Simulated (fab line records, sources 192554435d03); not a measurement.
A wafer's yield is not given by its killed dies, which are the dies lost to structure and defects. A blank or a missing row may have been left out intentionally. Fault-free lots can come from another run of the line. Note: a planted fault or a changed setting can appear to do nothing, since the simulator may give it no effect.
8D (eight disciplines) problem report, filled in by code    flow n5_finfet    the parts of the form that need people (team, actions taken, sign-off) are left out

1. THE ISSUE
Mean of susceptor_temp_C at N5_BEOL_M5_PECVD_70: 407.33 C across 6 wafers in 2 lots; on wafers with no fault it is 399.99 C (standard deviation 0.21). That puts it +35 standard deviations away from the usual mean.
The step: deposits SiO2 from TEOS/O2, target thk 16 nm, time 18 s.
Seen first at day 13 00:52 on pecvd-02, wafer L397.1. Wafers with a number at this step in the record: 33, from 12 lots. Rule for "out", or "out of limits": more than 4 standard deviations from the usual mean. Any other wafer with a number is counted as sound.

2. WHAT IT IS, WHAT IT ISN'T
question                     is                      is not
which readings at this step  susceptor_temp_C        heater_power_w, showerhead_plenum_p_Torr, throttle_valve_pct
which lots                   L397, L398              L379, L380, L382, L383, L384, L387, L388, L389, L391, L394
which wafers of those lots   all that have a number  -
read on which tools          pecvd-02                pecvd-01, pecvd-04
when                         from day 13 00:52       up to then (27 sound wafers)

3. THE SUSPECTS, EACH WITH WHAT RULES IT OUT
Counting: a tool at any process step up to the reading remains a suspect when it ran all the lots that are out and ran no sound lot after the first of those.
- pecvd-02 at N5_BEOL_M5_PECVD_70 (deposits SiO2 from TEOS/O2, target thk 16 nm, time 18 s): kept. Every lot that is out went through it, starting with L397 (day 13 00:52), and after that it ran no sound lot; the last sound lot it ran before then is L391 (day 11 05:48). Out on those wafers are its own readings of susceptor_temp_C.
The count leaves pecvd-02 at N5_BEOL_M5_PECVD_70.

4. THE CAUSE (what the simulator had put in)
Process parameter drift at N5_BEOL_M5_PECVD_70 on pecvd-02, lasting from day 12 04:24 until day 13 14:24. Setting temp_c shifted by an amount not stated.
After counting, this tool was the only one left.

5. THE EFFECT CHAIN, in route order
One row per reading whose mean, taken over the struck wafers that have a number, lies over 3 standard deviations from the usual. Only readings for which the record gives a usual standard deviation are gone through. hours: the time from each lot's start at the first step in this table that gives one to its start at this step, as a median over the lots. sigmas: the change in usual standard deviations.
hours  step                 reading           usual     on struck wafers  change  sigmas
0      N5_BEOL_M5_PECVD_70  susceptor_temp_C  399.99 C  407.33            +7.34   +35
Process steps it contains:
- N5_BEOL_M5_PECVD_70: deposits SiO2 from TEOS/O2, target thk 16 nm, time 18 s.

6. WHAT WOULD HAVE CAUGHT IT SOONER
20 hours passed between the start of the fault at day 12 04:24 and the first reading out of limits in this record, taken at day 13 00:52.
